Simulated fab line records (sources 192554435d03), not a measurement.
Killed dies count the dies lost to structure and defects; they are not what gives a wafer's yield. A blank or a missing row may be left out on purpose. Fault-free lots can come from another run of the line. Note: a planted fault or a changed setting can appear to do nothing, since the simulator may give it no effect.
Matching of chambers -- flow n5_finfet -- N5_GATE_CUT_STRIP_59 on rie_diel-03: 4 sister chambers
The step strips in N2/H2, time 20 s. 4 wafers are shown with their chamber, then 11 later ones without.

== WAFERS PAIRED WITH THEIR CHAMBERS ==
wafer,chamber,showerhead_plenum_p_Torr (Torr)
L081.4,0,3.47
L083.1,2,3.52
L083.2,1,3.50
L087.2,3,3.14

== WAFERS WHOSE CHAMBER IS MISSING ==
wafer,showerhead_plenum_p_Torr (Torr)
L087.5,3.14
L087.6,3.46
L090.1,3.46
L090.3,3.14
L090.6,3.46
L092.1,3.46
L092.4,3.13
L092.6,3.51
L095.1,3.45
L095.3,3.49
L095.4,3.50

== CHAMBER TAKEN BY EACH ==
wafer,from the rows above,in truth
L087.5,3,3
L087.6,0,0
L090.1,0,0
L090.3,3,3
L090.6,0,0
L092.1,0,0
L092.4,3,3
L092.6,can't be placed: 1 or 2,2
L095.1,0,0
L095.3,can't be placed: 1 or 0 or 2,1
L095.4,can't be placed: 1 or 2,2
Correctly placed: 8 of 11. From these rows, 3 cannot be placed; in 3 the true chamber is one of the candidates. 0 placed wrongly.
How it was worked out, from the rows above alone: a wafer's distance from a chamber is the root of the sum, over the readings, of the square of ((its reading less the chamber's mean) divided by the reading's scatter). If the next closest chamber is less than 2 further off than the closest, the wafer can't be placed; otherwise it belongs to the closest. For every chamber, the mean is computed from those of its wafers that are shown. The scatter: with one shown wafer a chamber, the root of the mean of the squares of how far each hidden wafer lies from its nearest shown one.
